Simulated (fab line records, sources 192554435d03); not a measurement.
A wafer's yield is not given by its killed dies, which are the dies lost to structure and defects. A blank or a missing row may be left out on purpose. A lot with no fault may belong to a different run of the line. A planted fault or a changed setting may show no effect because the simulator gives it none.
fab line records + flow n5Finfet
[record]
- lots = 10
- wafers = 29
- lastDay = 17
route steps=1938 shown MOL_CONTACT_COAG@528 BEOL_M4@1111
lots with no fault: from the same line, run without faults
startH: hours from the record's first day to the start of the lot's first wafer shown + waitH: hours elapsed since this lot's preceding step + " identical to the entry in the row above + L1.1+2: one row covering several wafers at once + - no value, or no start was given + * or withheld: withheld + < > ~ a bound
route shown NAME@n: a module of which the file shows steps, and the number in the route of the first + usual: mean and standard deviation over wafers with no fault + same: alike in all rows + chamber/n: place in a boat + sites: the reading at each site + _std_site: their standard deviation + _edge_site: outer sites' mean less inner sites' + radiusMm: how far each site lies from the wafer's centre + mask NAME#n: copy n + behind: the last tool/chamber to shape the wafer + hold: what put the lot on hold/how long, in hours/how the hold closed + device: which transistor (n, p or np) failed to switch + end of line: the tests these same wafers got at the end of their route + where a step has no rows: the recipe by itself + killed: not the wafer's yield, but the dies lost to structure and defects at the first sort + map: a wafer's dies, marking killed ones x, the rest . and places with no die _
set.NAME: the setting the step ran with; set.NAME@STEP: the setting that earlier step ran with + model.NAME: the simulator's own value behind a step, which no gauge read
steps of the route over a sample of lots; a table a step, a row a wafer
services: the hour from which a tool's chamber was out of use, counted from the record's first day as startH (under 0 if before that day), plus the number of hours and why
[[steps]]
[step N5_MOL_CONTACT_COAG_INSPECT_10]
[recipe]
- mode = adi
- inspectInstrument = brightfield
[usual]
- rawDefectCount = 78/29
| lot.wafer | tool             | chamber | startH | waitH | rawDefectCount |
|-----------|------------------|---------|--------|-------|----------------|
| L347.1    | defectInspect-02 | -       | 92.94  | 0.1   | 78             |
| L347.2    | "                | -       | "      | "     | 56             |
| L347.6    | "                | -       | "      | "     | 48             |
| L352.1    | defectInspect-02 | -       | 126.83 | 0.1   | 27             |
| L352.4    | "                | -       | "      | "     | 102            |
| L352.5    | "                | -       | "      | "     | 86             |
| L353.1    | defectInspect-01 | -       | 130.80 | 0.1   | 58             |
| L353.3    | "                | -       | "      | "     | 69             |
| L353.5    | "                | -       | "      | "     | 98             |
| L354.1    | defectInspect-01 | -       | 135.22 | 0.1   | 38             |
| L354.2    | "                | -       | "      | "     | 45             |
| L354.3    | "                | -       | "      | "     | 54             |
| L355.2    | defectInspect-02 | -       | 142.06 | 0.0   | 68             |
| L355.3    | "                | -       | "      | "     | 69             |
| L355.5    | "                | -       | "      | "     | 93             |
| L356.1    | defectInspect-01 | -       | 146.28 | 0.1   | 65             |
| L356.3    | "                | -       | "      | "     | 107            |
| L356.6    | "                | -       | "      | "     | 59             |
| L359.2    | defectInspect-02 | -       | 167.84 | 0.0   | 66             |
| L359.5    | "                | -       | "      | "     | 78             |
| L359.6    | "                | -       | "      | "     | 50             |
| L360.3    | defectInspect-02 | -       | 172.46 | 0.0   | 62             |
| L360.4    | "                | -       | "      | "     | 65             |
| L360.6    | "                | -       | "      | "     | 57             |
| L361.3    | defectInspect-02 | -       | 176.46 | 0.0   | 79             |
| L361.6    | "                | -       | "      | "     | 51             |
| L368.1    | defectInspect-01 | -       | 221.50 | 0.1   | 104            |
| L368.2    | "                | -       | "      | "     | 70             |
| L368.3    | "                | -       | "      | "     | 141            |
[step N5_MOL_CONTACT_COAG_ETCH_105]
[recipe]
- chemistry = CF4
- target = SiARC
- targetDepthA = 156
- maskMaterial = CAR-EUV
- timeS = 26
- ionEnergyEv = 80
- pressureMtorr = 40
- sourceW = 545
- biasW = 36
- Ar_flow_sccm = 100
- cf4FlowSccm = 100
- ends = cleared
[usual]
- drypumpMotorCurrentA = 5.8/0.35
- etchRfOnTimeS = 26.3/0.59
- oesProductAu = 0.67/0.085
- rfVppV = 184.2/1.1
- showerheadPlenumPTorr = 2.15/0.078
- throttleValvePct = 15.56/0.21
| lot.wafer | tool       | chamber | startH | waitH | drypumpMotorCurrentA | etchRfOnTimeS | oesProductAu | rfHoursCounterH | rfVppV | showerheadPlenumPTorr | throttleValvePct |
|-----------|------------|---------|--------|-------|----------------------|---------------|--------------|-----------------|--------|-----------------------|------------------|
| L347.1    | rieDiel-05 | 3       | 93.28  | 0.0   | 5.7                  | 26.0          | 0.62         | 186             | 185.4  | 2.13                  | 15.56            |
| L347.2    | "          | 1       | "      | "     | 5.6                  | 26.4          | 0.62         | 174             | 182.0  | 2.04                  | 15.56            |
| L347.6    | "          | 3       | "      | "     | 5.7                  | 25.6          | 0.62         | -               | 183.7  | 2.13                  | 15.57            |
| L352.1    | rieDiel-05 | 0       | 126.91 | 0.0   | 6.6                  | 26.5          | 0.71         | 87              | 185.3  | 2.26                  | 15.65            |
| L352.4    | "          | 2       | "      | "     | 5.1                  | 25.8          | 0.83         | 2               | 185.9  | 2.29                  | 15.21            |
| L352.5    | "          | 2       | "      | "     | 5.1                  | 26.2          | 0.82         | -               | 184.7  | 2.29                  | 15.21            |
| L353.1    | rieDiel-05 | 1       | 131.19 | 0.0   | 5.6                  | 27.4          | 0.60         | 189             | 184.3  | 2.04                  | 15.59            |
| L353.3    | "          | 0       | "      | "     | 6.6                  | 26.9          | 0.69         | 88              | 185.3  | 2.26                  | 15.67            |
| L353.5    | "          | 0       | "      | "     | 6.6                  | 26.9          | 0.70         | -               | 184.6  | 2.26                  | 15.66            |
| L354.1    | rieDiel-03 | 0       | 135.38 | 0.0   | 5.8                  | 26.8          | 0.59         | 198             | 184.2  | 2.22                  | 15.35            |
| L354.2    | "          | 2       | "      | "     | 5.9                  | 27.1          | 0.60         | 221             | 182.3  | 2.04                  | 15.62            |
| L354.3    | "          | 1       | "      | "     | 5.8                  | 25.7          | 0.77         | 14              | 184.8  | 2.17                  | 15.49            |
| L355.2    | rieDiel-05 | 2       | 142.43 | 0.0   | 5.1                  | 26.0          | 0.80         | 7               | 183.1  | 2.29                  | 15.23            |
| L355.3    | "          | 0       | "      | "     | 6.6                  | 26.1          | 0.70         | 92              | 184.4  | 2.26                  | 15.66            |
| L355.5    | "          | 0       | "      | "     | 6.6                  | 26.5          | 0.69         | -               | 185.3  | 2.26                  | 15.70            |
| L356.1    | rieDiel-03 | 2       | 146.58 | 0.0   | 5.9                  | 27.2          | 0.59         | 225             | 184.4  | 2.04                  | 15.62            |
| L356.3    | "          | 0       | "      | "     | 5.8                  | 27.2          | 0.60         | 202             | 185.3  | 2.21                  | 15.36            |
| L356.6    | "          | 0       | "      | "     | 5.8                  | 27.2          | 0.59         | -               | 184.1  | 2.21                  | 15.36            |
| L359.2    | rieDiel-04 | 3       | 167.93 | 0.0   | 5.7                  | 25.3          | 0.60         | 247             | 185.6  | 2.18                  | 15.84            |
| L359.5    | "          | 2       | "      | "     | 5.5                  | 26.5          | 0.62         | -               | 185.0  | 2.06                  | 15.65            |
| L359.6    | "          | 1       | "      | "     | 6.1                  | 25.8          | 0.74         | -               | 184.9  | 2.17                  | 15.35            |
| L360.3    | rieDiel-03 | 0       | 172.66 | 0.0   | 5.8                  | 26.9          | 0.60         | 212             | 185.1  | 2.21                  | 15.39            |
| L360.4    | "          | 2       | "      | "     | 5.9                  | 27.1          | 0.58         | 234             | 184.5  | 2.04                  | 15.64            |
| L360.6    | "          | 2       | "      | "     | 5.9                  | 27.3          | 0.58         | -               | 181.3  | 2.04                  | 15.64            |
| L361.3    | rieDiel-04 | 1       | 176.55 | 0.0   | 6.1                  | 25.2          | 0.74         | 60              | 184.5  | 2.17                  | 15.36            |
| L361.6    | "          | 0       | "      | "     | 6.4                  | 25.9          | 0.60         | -               | 184.5  | 2.20                  | 16.24            |
| L368.1    | rieDiel-04 | 1       | 221.59 | 0.0   | 6.1                  | 25.5          | 0.71         | 80              | 183.9  | 2.16                  | 15.41            |
| L368.2    | "          | 2       | "      | "     | 5.5                  | 26.4          | 0.60         | 200             | 183.6  | 2.05                  | 15.69            |
| L368.3    | "          | 3       | "      | "     | 5.7                  | 25.5          | 0.80         | 11              | 184.4  | 2.18                  | 15.37            |
[step N5_MOL_CONTACT_COAG_ALD_20]
[recipe]
- material = TiN
- targetThkA = 15
- tempC = 400
- aldPrecursorFamily = TiCl4
- aldCoReactant = NH3
- pulseTimeS = 1
- purgeTimeS = 3
- coReactantPurgeTimeS = 2
- coReactantPulseTimeS = 2
- aldCycles = 68
- pressureTorr = 3
[usual]
- aldCycles = 68/0
- heaterPowerOuterW = 535/51
- heaterPowerW = 870/75
- precursorPulseHeightRel = 1.003/0.019
| lot.wafer | tool        | chamber | startH | waitH | aldCycles | heaterPowerOuterW | heaterPowerW | precursorPulseHeightRel | sinceWetCleanH |
|-----------|-------------|---------|--------|-------|-----------|-------------------|--------------|-------------------------|----------------|
| L347.1    | aldMetal-04 | 2       | 95.78  | 0.1   | 68        | 527               | 884          | 1.018                   | 4374           |
| L347.2    | "           | 1       | "      | "     | 68        | 514               | 829          | 1.031                   | 4374           |
| L347.6    | "           | 3       | "      | "     | 68        | 594               | 998          | 1.002                   | -              |
| L352.1    | aldMetal-04 | 0       | 127.91 | 0.1   | 68        | 571               | 873          | 0.999                   | 4406           |
| L352.4    | "           | 1       | "      | "     | 68        | 524               | 816          | 1.007                   | 4406           |
| L352.5    | "           | 3       | "      | "     | 68        | 603               | 1012         | 1.001                   | -              |
| L353.1    | aldMetal-01 | 3       | 132.25 | 0.1   | 68        | 517               | 779          | 0.990                   | 5949           |
| L353.3    | "           | 0       | "      | "     | 68        | 630               | 1019         | 1.002                   | 5949           |
| L353.5    | "           | 1       | "      | "     | 68        | 482               | 825          | 0.989                   | -              |
| L354.1    | aldMetal-01 | 2       | 136.32 | 0.1   | 68        | 485               | 826          | 1.016                   | 5953           |
| L354.2    | "           | 0       | "      | "     | 68        | 631               | 990          | 0.950                   | 5953           |
| L354.3    | "           | 3       | "      | "     | 68        | 534               | 804          | 1.003                   | 5953           |
| L355.2    | aldMetal-04 | 1       | 143.49 | 0.1   | 68        | 519               | 837          | 0.999                   | 4422           |
| L355.3    | "           | 2       | "      | "     | 68        | 529               | 861          | 1.009                   | 4422           |
| L355.5    | "           | 1       | "      | "     | 68        | 514               | 833          | 1.034                   | -              |
| L356.1    | aldMetal-01 | 3       | 148.56 | 0.1   | 68        | 517               | 790          | 0.962                   | 5965           |
| L356.3    | "           | 2       | "      | "     | 68        | 492               | 831          | 0.973                   | 5965           |
| L356.6    | "           | 2       | "      | "     | 68        | 501               | 814          | 1.008                   | -              |
| L359.2    | aldMetal-04 | 3       | 170.24 | 0.1   | 68        | 602               | 1024         | 0.998                   | 4449           |
| L359.5    | "           | 3       | "      | "     | 68        | 609               | 994          | 0.964                   | -              |
| L359.6    | "           | 0       | "      | "     | 68        | 563               | 861          | 1.002                   | -              |
| L360.3    | aldMetal-01 | 0       | 175.30 | 0.1   | 72        | 633               | 988          | 1.011                   | 5992           |
| L360.4    | "           | 3       | "      | "     | 68        | 508               | 799          | 1.013                   | 5992           |
| L360.6    | "           | 2       | "      | "     | 68        | 494               | 815          | 0.978                   | -              |
| L361.3    | aldMetal-01 | 1       | 177.49 | 0.1   | 72        | 495               | 839          | 1.009                   | 5994           |
| L361.6    | "           | 1       | "      | "     | 68        | 491               | 837          | 0.990                   | -              |
| L368.1    | aldMetal-03 | 2       | 224.25 | 0.1   | 68        | 534               | 902          | 1.020                   | 1426           |
| L368.2    | "           | 0       | "      | "     | 68        | 536               | 835          | 0.995                   | 1426           |
| L368.3    | "           | 1       | "      | "     | 68        | 507               | 871          | 0.993                   | 1426           |
[step N5_MOL_CONTACT_COAG_CO_FILL_22]
[recipe]
- material = Co
- targetThkA = 200
- tempC = 200
- precursor = CCTBA/H2
- pressureTorr = 30
[usual]
- heaterPowerOuterW = 124/12
- heaterPowerW = 238/22
| lot.wafer | tool     | chamber | startH | waitH | heaterPowerOuterW | heaterPowerW | sinceWetCleanH |
|-----------|----------|---------|--------|-------|-------------------|--------------|----------------|
| L347.1    | cvdCo-02 | 2       | 97.53  | 0.1   | 147               | 276          | 398            |
| L347.2    | "        | 0       | "      | "     | 132               | 260          | 858            |
| L347.6    | "        | 2       | "      | "     | 147               | 281          | -              |
| L352.1    | cvdCo-01 | 2       | 130.19 | 0.1   | 116               | 233          | 212            |
| L352.4    | "        | 0       | "      | "     | 115               | 206          | -              |
| L352.5    | "        | 2       | "      | "     | 116               | 226          | -              |
| L353.1    | cvdCo-02 | 0       | 134.69 | 0.1   | 129               | 251          | 895            |
| L353.3    | "        | 0       | "      | "     | 133               | 256          | -              |
| L353.5    | "        | 2       | "      | "     | 150               | 272          | -              |
| L354.1    | cvdCo-02 | 1       | 138.37 | 0.1   | 118               | 241          | 2              |
| L354.2    | "        | 0       | "      | "     | 135               | 260          | 899            |
| L354.3    | "        | 2       | "      | "     | 146               | 274          | 439            |
| L355.2    | cvdCo-01 | 0       | 145.68 | 0.1   | 111               | 207          | 687            |
| L355.3    | "        | 1       | "      | "     | 121               | 228          | 1124           |
| L355.5    | "        | 1       | "      | "     | 120               | 231          | -              |
| L356.1    | cvdCo-01 | 1       | 149.92 | 0.1   | 121               | 227          | 1129           |
| L356.3    | "        | 0       | "      | "     | 113               | 208          | 691            |
| L356.6    | "        | 2       | "      | "     | 115               | 230          | -              |
| L359.2    | cvdCo-02 | 1       | 172.17 | 0.1   | 120               | 249          | 36             |
| L359.5    | "        | 1       | "      | "     | 118               | 236          | -              |
| L359.6    | "        | 2       | "      | "     | 149               | 278          | -              |
| L360.3    | cvdCo-01 | 1       | 176.87 | 0.4   | 120               | 229          | -              |
| L360.4    | "        | 0       | "      | "     | 113               | 205          | -              |
| L360.6    | "        | 0       | "      | "     | 114               | 210          | -              |
| L361.3    | cvdCo-02 | 2       | 178.41 | 0.1   | 152               | 275          | 479            |
| L361.6    | "        | 0       | "      | "     | 132               | 258          | -              |
| L368.1    | cvdCo-02 | 1       | 225.59 | 0.1   | 121               | 239          | 89             |
| L368.2    | "        | 2       | "      | "     | 149               | 271          | 526            |
| L368.3    | "        | 0       | "      | "     | 129               | 256          | 986            |
[step N5_BEOL_M4_RC_MEAS_101]
[usual]
- DIBL_N = 36.5/1.8
- DIBL_P = 36.5/2.1
- IOFF_N = 0.17/0.031
- IOFF_P = 0.22/0.036
- ION_N = 677/11
- ION_P = 463/8
- SS_N = 71.6/0.61
- SS_P = 73.3/0.63
- VT_N = 249/3.1
- VT_P = -250/3.3
| lot.wafer | tool      | chamber | startH | waitH | DIBL_N[mV/V] | DIBL_P[mV/V] | IOFF_N[nA/um] | IOFF_P[nA/um] | ION_N[uA/um] | ION_P[uA/um] | SS_N[mV/dec] | SS_P[mV/dec] | VT_N[mV] | VT_P[mV] |
|-----------|-----------|---------|--------|-------|--------------|--------------|---------------|---------------|--------------|--------------|--------------|--------------|----------|----------|
| L347.1    | prober-01 | 0       | 176.20 | 0.0   | 37.0         | 37.2         | 0.18          | 0.21          | 689          | 466          | 71.7         | 73.5         | 244      | -254     |
| L347.2    | "         | 0       | "      | "     | 34.9         | 34.1         | 0.14          | 0.16          | 662          | 451          | 70.4         | 72.6         | 251      | -255     |
| L347.6    | "         | 0       | "      | "     | 37.0         | 35.9         | 0.17          | 0.19          | 683          | 453          | 71.9         | 73.4         | 248      | -254     |
| L353.1    | prober-01 | 0       | 211.96 | 0.0   | 36.8         | 35.8         | 0.16          | 0.21          | 675          | 460          | 71.4         | 73.3         | 248      | -249     |
| L353.3    | "         | 0       | "      | "     | 33.8         | 32.8         | 0.12          | 0.16          | 673          | 459          | 71.0         | 72.4         | 251      | -254     |
| L353.5    | "         | 0       | "      | "     | 35.6         | 34.7         | 0.15          | 0.19          | 670          | 461          | 71.0         | 72.5         | 249      | -248     |
| L352.1    | prober-02 | 0       | 212.25 | 0.0   | 35.0         | 35.6         | 0.13          | 0.19          | 667          | 465          | 70.8         | 73.1         | 249      | -251     |
| L352.4    | "         | 0       | "      | "     | 35.7         | 36.2         | 0.15          | 0.20          | 678          | 467          | 71.3         | 73.9         | 249      | -253     |
| L352.5    | "         | 0       | "      | "     | 33.9         | 34.9         | 0.13          | 0.18          | 675          | 463          | 70.9         | 72.5         | 251      | -251     |
| L354.1    | prober-02 | 0       | 219.61 | 0.0   | 35.0         | 34.7         | 0.15          | 0.20          | 676          | 462          | 71.1         | 73.3         | 247      | -251     |
| L354.2    | "         | 0       | "      | "     | 35.3         | 34.6         | 0.16          | 0.20          | 677          | 465          | 70.5         | 72.5         | 246      | -251     |
| L354.3    | "         | 0       | "      | "     | 36.3         | 35.7         | 0.16          | 0.21          | 678          | 462          | 71.2         | 73.3         | 250      | -251     |
| L355.2    | prober-01 | 0       | 219.91 | 0.2   | 35.8         | 36.4         | 0.17          | 0.23          | 672          | 466          | 71.5         | 73.6         | 248      | -248     |
| L355.3    | "         | 0       | "      | "     | 34.3         | 34.1         | 0.15          | 0.21          | 671          | 465          | 70.8         | 72.8         | 246      | -248     |
| L355.5    | "         | 0       | "      | "     | 36.0         | 36.2         | 0.17          | 0.24          | 672          | 467          | 71.8         | 74.1         | 248      | -245     |
| L356.1    | prober-01 | 0       | 236.67 | 0.0   | 36.4         | 35.0         | 0.18          | 0.20          | 679          | 454          | 71.9         | 72.7         | 246      | -252     |
| L356.3    | "         | 0       | "      | "     | 38.2         | 36.7         | 0.20          | 0.22          | 675          | 452          | 72.8         | 73.5         | 248      | -250     |
| L356.6    | "         | 0       | "      | "     | 37.4         | 35.6         | 0.20          | 0.21          | 672          | 452          | 71.6         | 73.1         | 246      | -252     |
| L359.2    | prober-02 | 0       | 247.60 | 0.2   | 38.1         | 37.8         | 0.17          | 0.20          | 675          | 452          | 72.2         | 73.4         | 251      | -251     |
| L359.5    | "         | 0       | "      | "     | 38.4         | 38.9         | 0.19          | 0.23          | 684          | 464          | 72.9         | 74.0         | 248      | -251     |
| L359.6    | "         | 0       | "      | "     | 34.5         | 34.7         | 0.12          | 0.16          | 672          | 462          | 71.4         | 73.6         | 252      | -255     |
| L360.3    | prober-01 | 0       | 252.93 | 0.3   | 35.1         | 35.0         | 0.14          | 0.20          | 675          | 470          | 71.0         | 72.8         | 250      | -250     |
| L360.4    | "         | 0       | "      | "     | 37.4         | 38.1         | 0.18          | 0.25          | 676          | 462          | 71.0         | 73.8         | 248      | -248     |
| L360.6    | "         | 0       | "      | "     | 35.0         | 35.1         | 0.14          | 0.21          | 684          | 471          | 71.4         | 72.9         | 249      | -249     |
| L361.3    | prober-01 | 0       | 265.26 | 0.3   | 38.7         | 39.2         | 0.20          | 0.24          | 682          | 463          | 71.7         | 74.4         | 247      | -250     |
| L361.6    | "         | 0       | "      | "     | 37.8         | 38.0         | 0.18          | 0.21          | 691          | 462          | 71.4         | 73.2         | 250      | -254     |
| L368.1    | prober-02 | 0       | 312.77 | 0.0   | 36.9         | 37.0         | 0.17          | 0.25          | 673          | 465          | 71.8         | 73.1         | 247      | -246     |
| L368.2    | "         | 0       | "      | "     | 38.9         | 39.9         | 0.21          | 0.29          | 687          | 476          | 72.7         | 73.8         | 247      | -243     |
| L368.3    | "         | 0       | "      | "     | 35.3         | 35.8         | 0.16          | 0.22          | 683          | 472          | 71.2         | 72.8         | 250      | -248     |
[[services]]
| tool        | chamber | startH | hours | kind                        |
|-------------|---------|--------|-------|-----------------------------|
| cvdCo-01    | 2       | 74.53  | 5.6   | repair                      |
| rieDiel-05  | 2       | 91.55  | 11.1  | repair                      |
| rieDiel-05  | 2       | 102.69 | -     | clean                       |
| rieDiel-05  | 2       | 102.69 | -     | consumableReplace:focusRing |
| cvdCo-02    | 1       | 114.67 | -     | clean                       |
| cvdCo-02    | 1       | 114.67 | 22.0  | scheduledDown               |
| cvdCo-02    | 1       | 114.67 | 22.0  | ventCycle                   |
| aldMetal-04 | -       | 115.48 | 0.6   | repair                      |
| rieDiel-03  | -       | 118.04 | 2.8   | pm                          |
| rieDiel-04  | 2       | 122.02 | 1.8   | repair                      |
| cvdCo-01    | -       | 140.05 | 0.7   | repair                      |
| cvdCo-02    | -       | 164.31 | 3.8   | pm                          |
| aldMetal-04 | -       | 165.07 | 2.8   | pm                          |
| rieDiel-05  | 0       | 166.50 | 3.8   | repair                      |
| aldMetal-04 | 2       | 168.13 | 28.5  | repair                      |
| rieDiel-05  | 3       | 168.28 | 4.5   | repair                      |
| cvdCo-01    | 2       | 168.85 | 11.0  | repair                      |
| aldMetal-03 | -       | 169.56 | 1.2   | pm                          |
| aldMetal-03 | -       | 174.16 | 14.6  | pm                          |
| rieDiel-03  | 3       | 197.84 | 8.7   | repair                      |
| cvdCo-01    | -       | 204.15 | 2.1   | repair                      |
| cvdCo-02    | -       | 206.61 | 6.0   | pm                          |
| rieDiel-03  | 3       | 214.28 | 5.1   | repair                      |
| cvdCo-01    | -       | 223.42 | 8.5   | repair                      |
[[key]]
[firstSign]
- step = N5_MOL_CONTACT_COAG_ALD_20
- reading = aldCycles
- direction = up
- sigmas = 99+
- usual = *
- struck = *
effect none on later readings
metAt N5_MOL_CONTACT_COAG_ALD_20
struckLots L360,L361
struckWafers L360.3,L361.3
notActingAt N5_MOL_CONTACT_COAG_INSPECT_10,N5_MOL_CONTACT_COAG_ETCH_105,N5_MOL_CONTACT_COAG_CO_FILL_22
onsetBetween 148.56 175.30
[fault]
- kind = processParameterDrift
- tool = aldMetal-01
- chamber = -
- onsetH = 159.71
- steps = N5_MOL_CONTACT_COAG_ALD_20
- channel = aldCycles
- offset = *
- shape = step
- endH = 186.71
- scope = struckWafersOnly
- actsIn = *
- stated = *
